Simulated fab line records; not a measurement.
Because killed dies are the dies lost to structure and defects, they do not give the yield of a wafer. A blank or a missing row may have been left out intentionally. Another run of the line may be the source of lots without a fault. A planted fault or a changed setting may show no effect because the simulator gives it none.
fab line records + flow n5-finfet
[record]
- lots = 6
- wafers = 18
- last-day = 16
route steps=1938 shown BEOL_M15@1788
lots that met no fault: taken from a fault-free run of the same line
start-h: hours from the record's opening day to when the first of the lot's shown wafers began + wait-h: hours from the lot's prior step to this one + " identical to the entry in the row above + L1.1+2: a row that stands for several wafers + - no value present, or no start provided + * or withheld: withheld + < > ~ a bound
route shown NAME@n: a module of which the file shows steps, and the number in the route of the first + usual: mean and standard deviation over wafers with no fault + same: alike in all rows + chamber/n: place in a boat + sites: per-site readings + _std_site: standard deviation across them + _edge_site: inner sites' mean taken away from outer sites' mean + radius-mm: how far each site lies from the wafer's centre + mask NAME#n: copy n + behind: the most recent tool/chamber to have shaped the wafer + hold: reason for holding the lot/hours on hold/outcome of the hold + device: names the non-switching transistor (n, p or np) + end of line: tests run on the same wafers once the route is complete + a step given without rows: its recipe and nothing more + killed: not the wafer's yield, but the dies lost to structure and defects at the first sort + map: dies across one wafer; x = killed, . = not, _ = none there
set.NAME: the run value of the setting; set.NAME@STEP: its run value at that earlier step + model.NAME: the simulator's own value behind a step, which no gauge read
lots seen at some steps along the route; tables by step, rows by wafer
services: the hour from which a tool's chamber was out of use, counted from the record's first day as start-h (under 0 if before that day), plus the number of hours and why
[[steps]]
[step N5_BEOL_M15_VIA_ETCH_16]
[recipe]
- chemistry = C4F8/O2/Ar
- target = SiO2
- he-inner-torr = 15
- he-outer-torr = 30
- target-depth-a = 17922
- time-s = withheld
- ion-energy-ev = 800
- pressure-mtorr = 20
- source-w = 1905
- bias-w = 2040
- Ar_flow_sccm = 400
- C4F8_flow_sccm = 16
- O2_flow_sccm = 12
- ends = cleared
[usual]
- drypump-motor-current-A = 5.8/0.51
- oes-product-au = 0.71/0.065
- rf-vpp-V = 2213/12
- showerhead-plenum-p-Torr = 3.46/0.12
- throttle-valve-pct = 30.92/0.25
| lot.wafer | tool        | chamber | start-h | wait-h | drypump-motor-current-A | oes-product-au | rf-vpp-V | showerhead-plenum-p-Torr | throttle-valve-pct |
|-----------|-------------|---------|---------|--------|-------------------------|----------------|----------|--------------------------|--------------------|
| L420.2    | rie-diel-05 | 0       | 226.71  | 0.0    | 5.6                     | 0.84           | 2224     | 3.37                     | 30.51              |
| L420.4    | "           | 1       | "       | "      | 5.9                     | 0.66           | 2204     | 3.56                     | 31.17              |
| L420.6    | "           | 1       | "       | "      | 5.9                     | 0.66           | 2204     | 3.55                     | 31.14              |
| L430.2    | rie-diel-05 | 3       | 317.09  | 0.0    | 5.7                     | 0.80           | 2226     | 3.64                     | 30.88              |
| L430.4    | "           | 2       | "       | "      | 5.4                     | 0.64           | 2230     | 3.40                     | 31.28              |
| L430.6    | "           | 2       | "       | "      | 5.4                     | 0.65           | 2232     | 3.40                     | 31.28              |
| L431.1    | rie-diel-05 | 3       | 320.56  | 0.0    | 5.7                     | 0.80           | 2225     | 3.64                     | 30.87              |
| L431.3    | "           | 0       | "       | "      | 5.7                     | 0.79           | 2222     | 3.36                     | 30.52              |
| L431.6    | "           | 3       | "       | "      | 5.7                     | 0.80           | 2225     | 3.64                     | 30.89              |
| L433.1    | rie-diel-02 | 3       | 337.46  | 0.0    | 6.6                     | 0.77           | 2225     | 3.48                     | 30.61              |
| L433.5    | "           | 2       | "       | "      | 5.1                     | 0.68           | 2203     | 3.31                     | 30.74              |
| L433.6    | "           | 1       | "       | "      | 5.6                     | 0.64           | 2205     | 3.52                     | 30.91              |
| L435.2    | rie-diel-06 | 3       | 340.27  | 0.1    | 6.6                     | 0.71           | 2192     | 3.32                     | 30.87              |
| L435.5    | "           | 3       | "       | "      | 6.6                     | 0.71           | 2193     | 3.32                     | 30.85              |
| L435.6    | "           | 1       | "       | "      | 5.5                     | 0.63           | 2212     | 3.28                     | 30.95              |
| L437.3    | rie-diel-02 | 1       | 364.49  | 0.0    | 5.5                     | 0.63           | 2206     | 3.52                     | 30.93              |
| L437.4    | "           | 0       | "       | "      | 5.1                     | 0.75           | 2204     | 3.62                     | 31.25              |
| L437.6    | "           | 1       | "       | "      | 5.5                     | 0.64           | 2205     | 3.52                     | 30.93              |
[step N5_BEOL_M15_STRIP_63]
[recipe]
- chemistry = O2
- power-w = 600
- temp-c = 60
- pressure-mtorr = 30
- rf-frequency-hz = 6e+07
- bias-power-w = 0
- overash-fraction = 0.3
- o2-flow-sccm = 225
[usual]
- drypump-motor-current-A = 5.8/0.51
- oes-product-au = 0.78/0.073
- rf-vpp-V = 3.5/0.66
- showerhead-plenum-p-Torr = 2.11/0.078
- temp-c = 60.00/0.12
- throttle-valve-pct = 16.71/0.21
| lot.wafer | tool        | chamber | start-h | wait-h | drypump-motor-current-A | oes-product-au | rf-hours-counter-h | rf-vpp-V | showerhead-plenum-p-Torr | temp-c | throttle-valve-pct |
|-----------|-------------|---------|---------|--------|-------------------------|----------------|--------------------|----------|--------------------------|--------|--------------------|
| L420.2    | rie-diel-05 | 0       | -       | -      | 5.6                     | 0.92           | 17                 | 3.2      | 2.06                     | 59.96  | 16.27              |
| L420.4    | "           | 1       | "       | "      | 5.8                     | 0.73           | 195                | 2.6      | 2.17                     | 59.92  | 16.86              |
| L420.6    | "           | 1       | "       | "      | 5.8                     | 0.74           | -                  | 3.6      | 2.17                     | 60.02  | 16.84              |
| L430.2    | rie-diel-05 | 3       | -       | -      | 5.8                     | 0.88           | 31                 | 4.2      | 2.23                     | 59.95  | 16.54              |
| L430.4    | "           | 2       | "       | "      | 5.4                     | 0.71           | 222                | 4.0      | 2.07                     | 59.97  | 17.06              |
| L430.6    | "           | 2       | "       | "      | 5.4                     | 0.70           | -                  | 4.0      | 2.07                     | 59.89  | 17.07              |
| L431.1    | rie-diel-05 | 3       | -       | -      | 5.7                     | 0.88           | 33                 | 3.3      | 2.23                     | 59.78  | 16.54              |
| L431.3    | "           | 0       | "       | "      | 5.6                     | 0.88           | 44                 | 4.1      | 2.05                     | 60.20  | 16.35              |
| L431.6    | "           | 3       | "       | "      | 5.7                     | 0.89           | -                  | 2.9      | 2.23                     | 59.78  | 16.56              |
| L433.1    | rie-diel-02 | 3       | -       | -      | 6.6                     | 0.84           | 62                 | 1.9      | 2.14                     | 59.98  | 16.47              |
| L433.5    | "           | 2       | "       | "      | 5.1                     | 0.76           | -                  | 3.8      | 2.02                     | 60.02  | 16.63              |
| L433.6    | "           | 1       | "       | "      | 5.5                     | 0.70           | -                  | 3.3      | 2.17                     | 60.04  | 16.86              |
| L435.2    | rie-diel-06 | 3       | -       | -      | 6.5                     | 0.79           | 123                | 2.6      | 2.03                     | 60.04  | 16.73              |
| L435.5    | "           | 3       | "       | "      | 6.5                     | 0.80           | -                  | 2.7      | 2.03                     | 60.10  | 16.76              |
| L435.6    | "           | 1       | "       | "      | 5.5                     | 0.70           | -                  | 3.3      | 1.98                     | 60.00  | 16.70              |
| L437.3    | rie-diel-02 | 1       | -       | -      | 5.5                     | 0.70           | 224                | 4.7      | 2.16                     | 60.19  | 16.86              |
| L437.4    | "           | 0       | "       | "      | 5.1                     | 0.83           | -                  | 3.0      | 2.20                     | 59.97  | 16.88              |
| L437.6    | "           | 1       | "       | "      | 5.6                     | 0.70           | -                  | 2.7      | 2.16                     | 60.17  | 16.88              |
[step N5_BEOL_M15_STRIP_64]
[recipe]
- chemistry = O2
- power-w = 600
- temp-c = 60
- pressure-mtorr = 30
- rf-frequency-hz = 6e+07
- bias-power-w = 0
- overash-fraction = 0.3
- o2-flow-sccm = 225
[usual]
- drypump-motor-current-A = 5.8/0.51
- oes-product-au = 0.78/0.073
- rf-vpp-V = 3.7/0.49
- showerhead-plenum-p-Torr = 2.11/0.078
- temp-c = 59.98/0.11
- throttle-valve-pct = 16.71/0.21
| lot.wafer | tool        | chamber | start-h | wait-h | drypump-motor-current-A | oes-product-au | rf-hours-counter-h | rf-vpp-V | showerhead-plenum-p-Torr | temp-c | throttle-valve-pct |
|-----------|-------------|---------|---------|--------|-------------------------|----------------|--------------------|----------|--------------------------|--------|--------------------|
| L420.2    | rie-diel-05 | 0       | -       | -      | 5.6                     | 0.93           | 17                 | 3.7      | 2.06                     | 59.77  | 16.30              |
| L420.4    | "           | 1       | "       | "      | 5.8                     | 0.73           | 195                | 3.4      | 2.17                     | 59.95  | 16.86              |
| L420.6    | "           | 1       | "       | "      | 5.8                     | 0.72           | -                  | 2.8      | 2.17                     | 59.92  | 16.87              |
| L430.2    | rie-diel-05 | 3       | -       | -      | 5.7                     | 0.88           | 31                 | 4.0      | 2.23                     | 60.03  | 16.55              |
| L430.4    | "           | 2       | "       | "      | 5.4                     | 0.70           | 222                | 3.0      | 2.07                     | 60.07  | 17.07              |
| L430.6    | "           | 2       | "       | "      | 5.4                     | 0.70           | -                  | 3.2      | 2.07                     | 60.09  | 17.09              |
| L431.1    | rie-diel-05 | 3       | -       | -      | 5.7                     | 0.89           | 33                 | 3.9      | 2.23                     | 60.00  | 16.56              |
| L431.3    | "           | 0       | "       | "      | 5.6                     | 0.89           | 44                 | 3.2      | 2.05                     | 60.07  | 16.33              |
| L431.6    | "           | 3       | "       | "      | 5.7                     | 0.88           | -                  | 3.7      | 2.23                     | 59.97  | 16.56              |
| L433.1    | rie-diel-02 | 3       | -       | -      | 6.6                     | 0.85           | 62                 | 3.5      | 2.14                     | 59.79  | 16.49              |
| L433.5    | "           | 2       | "       | "      | 5.1                     | 0.77           | -                  | 3.8      | 2.02                     | 59.94  | 16.64              |
| L433.6    | "           | 1       | "       | "      | 5.6                     | 0.71           | -                  | 3.3      | 2.17                     | 59.90  | 16.87              |
| L435.2    | rie-diel-06 | 3       | -       | -      | 6.5                     | 0.79           | 123                | 3.4      | 2.03                     | 59.68  | 16.74              |
| L435.5    | "           | 3       | "       | "      | 6.6                     | 0.78           | -                  | 4.7      | 2.03                     | 59.84  | 16.76              |
| L435.6    | "           | 1       | "       | "      | 5.5                     | 0.70           | -                  | 3.3      | 1.98                     | 59.81  | 16.70              |
| L437.3    | rie-diel-02 | 1       | -       | -      | 5.5                     | 0.69           | 224                | 3.1      | 2.16                     | 60.01  | 16.89              |
| L437.4    | "           | 0       | "       | "      | 5.1                     | 0.83           | -                  | 3.8      | 2.20                     | 60.04  | 16.87              |
| L437.6    | "           | 1       | "       | "      | 5.5                     | 0.70           | -                  | 4.1      | 2.16                     | 60.13  | 16.88              |
[step N5_BEOL_M15_STRIP_65]
[recipe]
- chemistry = post-etch-residue-remover
- time-s = 60
- temp-c = 25
- remover-ph = withheld
- remover-water-wt-pct = withheld
- remover-fluoride-wt-pct = withheld
[step N5_BEOL_M15_SRD_66]
[recipe]
- time-s = 30
- temp-c = 23
- rinse-liquid = diw
- dry = n2-spin
- spin-rpm = 1500
- dry-time-s = 30
[step N5_BEOL_M15_CD_MEAS_17]
[recipe]
- target-cd-nm = 360
- polarity = opening
[usual]
- cd-nm = 361.7/1.7
| lot.wafer | tool      | chamber | start-h | wait-h | cd-nm |
|-----------|-----------|---------|---------|--------|-------|
| L420.2    | cd-sem-02 | -       | 227.12  | 0.0    | 362.8 |
| L420.4    | "         | -       | "       | "      | 359.7 |
| L420.6    | "         | -       | "       | "      | 362.9 |
| L430.2    | cd-sem-02 | -       | 317.51  | 0.0    | 362.2 |
| L430.4    | "         | -       | "       | "      | 362.3 |
| L430.6    | "         | -       | "       | "      | 365.1 |
| L431.1    | cd-sem-02 | -       | 320.97  | 0.0    | 363.5 |
| L431.3    | "         | -       | "       | "      | 362.8 |
| L431.6    | "         | -       | "       | "      | 361.4 |
| L433.1    | cd-sem-02 | -       | 337.87  | 0.0    | 361.5 |
| L433.5    | "         | -       | "       | "      | 361.6 |
| L433.6    | "         | -       | "       | "      | 361.0 |
| L435.2    | cd-sem-03 | -       | 340.84  | 0.0    | 362.9 |
| L435.5    | "         | -       | "       | "      | 361.9 |
| L435.6    | "         | -       | "       | "      | 363.3 |
| L437.3    | cd-sem-02 | -       | 364.90  | 0.0    | 361.4 |
| L437.4    | "         | -       | "       | "      | 363.8 |
| L437.6    | "         | -       | "       | "      | 361.6 |
[step N5_BEOL_M15_COAT_56]
[recipe]
- resist = SOC
- temp-c = 250
- time-s = 60
- spin-rpm = 1500
- resist-thk-nm = 550
[step N5_BEOL_M15_ETCH_57]
[recipe]
- chemistry = N2/H2
- target = SOC
- source-w = 3000
- bias-w = 350
- time-s = 750
- ion-energy-ev = 200
- pressure-mtorr = 30
- n2-flow-sccm = 200
- h2-flow-sccm = 200
[usual]
- drypump-motor-current-A = 5.8/0.54
- oes-product-au = 0.78/0.065
- rf-vpp-V = 523.8/2.8
- showerhead-plenum-p-Torr = 2.54/0.091
- throttle-valve-pct = 17.82/0.24
| lot.wafer | tool        | chamber | start-h | wait-h | drypump-motor-current-A | oes-product-au | rf-hours-counter-h | rf-vpp-V | showerhead-plenum-p-Torr | throttle-valve-pct |
|-----------|-------------|---------|---------|--------|-------------------------|----------------|--------------------|----------|--------------------------|--------------------|
| L420.2    | rie-diel-06 | 0       | 227.22  | -      | 5.7                     | 0.84           | 56                 | 525.7    | 2.59                     | 17.54              |
| L420.4    | "           | 1       | "       | "      | 5.5                     | 0.71           | 195                | 520.1    | 2.42                     | 17.87              |
| L420.6    | "           | 2       | "       | "      | 6.5                     | 0.75           | -                  | 524.9    | 2.53                     | 17.75              |
| L430.2    | rie-diel-05 | 0       | 317.79  | -      | 5.6                     | 0.88           | 43                 | 523.7    | 2.49                     | 17.47              |
| L430.4    | "           | 2       | "       | "      | 5.4                     | 0.70           | 223                | 523.8    | 2.52                     | 18.26              |
| L430.6    | "           | 1       | "       | "      | 5.8                     | 0.71           | -                  | 526.5    | 2.62                     | 18.14              |
| L431.1    | rie-diel-06 | 1       | 321.08  | -      | 5.5                     | 0.71           | 220                | 521.2    | 2.41                     | 17.91              |
| L431.3    | "           | 3       | "       | "      | 6.6                     | 0.79           | 115                | 521.0    | 2.46                     | 17.78              |
| L431.6    | "           | 3       | "       | "      | 6.5                     | 0.80           | -                  | 521.3    | 2.46                     | 17.80              |
| L433.1    | rie-diel-02 | 1       | 337.97  | -      | 5.5                     | 0.71           | 214                | 526.6    | 2.63                     | 18.08              |
| L433.5    | "           | 1       | "       | "      | 5.6                     | 0.71           | -                  | 526.4    | 2.63                     | 18.08              |
| L433.6    | "           | 0       | "       | "      | 5.1                     | 0.84           | -                  | 529.0    | 2.69                     | 18.02              |
| L435.2    | rie-diel-06 | 1       | 340.94  | -      | 5.5                     | 0.70           | 227                | 519.5    | 2.41                     | 17.92              |
| L435.5    | "           | 3       | "       | "      | 6.6                     | 0.78           | -                  | 522.9    | 2.46                     | 17.81              |
| L435.6    | "           | 1       | "       | "      | 5.5                     | 0.70           | -                  | 519.0    | 2.41                     | 17.93              |
| L437.3    | rie-diel-05 | 0       | 365.00  | -      | 5.6                     | 0.86           | 57                 | 521.6    | 2.48                     | 17.49              |
| L437.4    | "           | 2       | "       | "      | 5.4                     | 0.69           | 237                | 522.5    | 2.51                     | 18.31              |
| L437.6    | "           | 0       | "       | "      | 5.6                     | 0.86           | -                  | 521.3    | 2.48                     | 17.51              |
[step N5_BEOL_M15_COAT_60]
[recipe]
- resist = BARC
- temp-c = 205
- time-s = 60
- spin-rpm = 1500
- resist-thk-nm = 89
[step N5_BEOL_M15_COAT_22]
[recipe]
- spin-rpm = 1704
- resist-thk-nm = 800
[step N5_BEOL_M15_EBR_24]
[recipe]
- solvent = PGMEA
- ebr-width-mm = 1.5
[step N5_BEOL_M15_SOFTBAKE_23]
[recipe]
- temp-c = 130
- time-s = 60
[step N5_BEOL_M15_EXPOSE_25]
[recipe]
- mask-id = M15
- na = 0.8
- source-shape = annular
- sigma-inner = 0.5
- sigma-outer = 0.8
- polarization = unpolarized
- target-cd-nm = 400
- dose-mj = 35.5
[usual]
- exposure-dose-mJ-cm2 = 35.46/0.035
[same]
- sigma-outer = 0.8
| lot.wafer | tool           | chamber | start-h | wait-h | mask  | exposure-dose-mJ-cm2 |
|-----------|----------------|---------|---------|--------|-------|----------------------|
| L420.2    | krf-scanner-01 | 0       | 227.95  | -      | M15#0 | 35.45                |
| L420.4    | "              | 0       | "       | "      | M15#0 | 35.55                |
| L420.6    | "              | 0       | "       | "      | M15#0 | 35.42                |
| L430.2    | krf-scanner-02 | 0       | 318.52  | -      | M15#0 | 36.05                |
| L430.4    | "              | 0       | "       | "      | M15#0 | 36.12                |
| L430.6    | "              | 0       | "       | "      | M15#0 | 36.03                |
| L431.1    | krf-scanner-02 | 0       | 321.68  | -      | M15#0 | 35.97                |
| L431.3    | "              | 0       | "       | "      | M15#0 | 35.95                |
| L431.6    | "              | 0       | "       | "      | M15#0 | 35.97                |
| L433.1    | krf-scanner-01 | 0       | 338.57  | -      | M15#0 | 35.41                |
| L433.5    | "              | 0       | "       | "      | M15#0 | 35.48                |
| L433.6    | "              | 0       | "       | "      | M15#0 | 35.44                |
| L435.2    | krf-scanner-01 | 0       | 341.91  | -      | M15#0 | 35.43                |
| L435.5    | "              | 0       | "       | "      | M15#0 | 35.44                |
| L435.6    | "              | 0       | "       | "      | M15#0 | 35.39                |
| L437.3    | krf-scanner-01 | 0       | 365.61  | -      | M15#0 | 35.48                |
| L437.4    | "              | 0       | "       | "      | M15#0 | 35.44                |
| L437.6    | "              | 0       | "       | "      | M15#0 | 35.38                |
[step N5_BEOL_M15_PEB_26]
[recipe]
- peb-temp-c = 130
- peb-time-s = 90
[[services]]
| tool           | chamber | start-h | hours | kind        |
|----------------|---------|---------|-------|-------------|
| krf-scanner-02 | -       | 209.57  | 1.3   | pm          |
| krf-scanner-01 | -       | 210.87  | 1.0   | pm          |
| krf-scanner-02 | 0       | 227.76  | -     | calibration |
| krf-scanner-02 | -       | 228.45  | 0.8   | pm          |
| krf-scanner-02 | -       | 235.06  | 0.8   | repair      |
| krf-scanner-02 | -       | 269.02  | 1.0   | pm          |
| krf-scanner-02 | -       | 270.63  | 0.2   | repair      |
| rie-diel-06    | 2       | 297.63  | 7.9   | repair      |
| rie-diel-05    | 3       | 298.23  | 8.0   | repair      |
| rie-diel-06    | -       | 302.99  | 14.6  | pm          |
| rie-diel-02    | 0       | 316.48  | 3.8   | repair      |
| rie-diel-06    | 0       | 329.38  | 30.4  | repair      |
| rie-diel-02    | 0       | 333.06  | 3.4   | repair      |
| rie-diel-06    | 2       | 337.79  | 6.0   | repair      |
| rie-diel-02    | 2       | 359.03  | 13.7  | repair      |
| krf-scanner-01 | -       | 363.51  | 0.8   | pm          |
| krf-scanner-01 | 0       | 364.46  | -     | calibration |
[[key]]
[first-sign]
- step = N5_BEOL_M15_EXPOSE_25
- reading = exposure-dose-mJ-cm2
- direction = up
- sigmas = 16
- usual = 35.46
- struck = 36.02
effect none on later readings
met-at N5_BEOL_M15_EXPOSE_25
struck-wafers L430.2,L430.4,L430.6,L431.1,L431.3,L431.6
[loop-trim]
- step = N5_BEOL_M15_EXPOSE_25
- setting = dose
- lots = L431
[fault]
- kind = process-parameter-drift
- tool = krf-scanner-02
- chamber = -
- onset-h = 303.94
- steps = N5_BEOL_M15_EXPOSE_25
- channel = dose-mj
- offset = 0.6111
- shape = step
- acts-in = these-recipes-only
- stated = 35.5
// loop-trim: a control loop set the setting to another value than it would have without faults
